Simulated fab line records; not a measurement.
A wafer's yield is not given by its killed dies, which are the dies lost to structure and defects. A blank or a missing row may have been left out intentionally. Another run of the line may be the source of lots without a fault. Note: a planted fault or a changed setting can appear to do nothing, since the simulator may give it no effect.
Code-filled problem report in 8D (eight disciplines) form + flow n5 finfet + the parts of the form that need people (team, actions taken, sign-off) are left out

== 1. THE PROBLEM ==
At N5_DUMMY_GATE_COAT_35, spin speed rpm averages 1387.2 rpm over 6 wafers from 2 lots, while fault-free wafers read 1499.9 rpm, standard deviation 0.97. So: -99 or more standard deviations from the usual mean.
The step: time 60 s, resist thk 10 nm.
The first sign was on wafer L645.1 at day 5 07:42, on litho track-02. Wafers with a number at this step in the record: 36, from 12 lots. Rule for "out", or "out of limits": more than 4 standard deviations from the usual mean. The other wafers with a number count as sound.

== 2. WHAT THIS IS AND IS NOT ==
| question                    | is                     | is not                                                                                       |
|-----------------------------|------------------------|----------------------------------------------------------------------------------------------|
| which readings at this step | spin speed rpm         | -                                                                                            |
| which lots                  | L645, L649             | L636, L637, L638, L639, L641, L647, L654, L657, L658, L659                                   |
| which wafers of those lots  | all that have a number | -                                                                                            |
| read on which tools         | litho track-02         | litho track-03, litho track-05                                                               |
| when                        | from day 5 07:42       | up to then (15 sound wafers); but 15 sound wafers of L647, L654, L657, L658, L659 came after |

== 3. WHAT RULES OUT EACH SUSPECT ==
Counting: a tool at a process step up to the reading stays a suspect if it ran every lot that is out and no sound lot after the first of them.
- litho track-02 at N5_DUMMY_GATE_COAT_35 (time 60 s, resist thk 10 nm): ruled out as a lasting fault. The sound lots L658, L659 went through it after L645, its earliest lot that is out (day 5 07:42).
Left after counting: nothing in the record.

== 4. THE CAUSE (what the simulator had put in) ==
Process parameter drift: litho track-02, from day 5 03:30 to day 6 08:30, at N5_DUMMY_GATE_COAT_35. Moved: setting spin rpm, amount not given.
Counting ruled it out, wrongly.

== 5. SEQUENCE OF EFFECTS, ordered by route ==
Each row: a reading where the mean over the struck wafers with a number is more than 3 standard deviations away from the usual. Readings are gone through only where the record gives a usual standard deviation; hours: the median, over the lots, of the time from a lot's start at the first step in this table giving one to that lot's start at this step; sigmas: the change measured in usual standard deviations.
| hours | step                  | reading        | usual      | on struck wafers | change | sigmas      |
|-------|-----------------------|----------------|------------|------------------|--------|-------------|
| 0     | N5_DUMMY_GATE_COAT_35 | spin speed rpm | 1499.9 rpm | 1387.2           | -112.7 | -99 or more |
Its process steps:
- N5_DUMMY_GATE_COAT_35: time 60 s, resist thk 10 nm.
Later measuring or inspecting steps at which every struck wafer that the step has a row for has a number for every such reading, and none has moved that far: N5_DUMMY_GATE_OVL_MEAS_16.

== 6. HOW IT WOULD HAVE BEEN CAUGHT EARLIER ==
4 hours passed between the start of the fault at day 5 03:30 and the first reading out of limits in this record, taken at day 5 07:42.
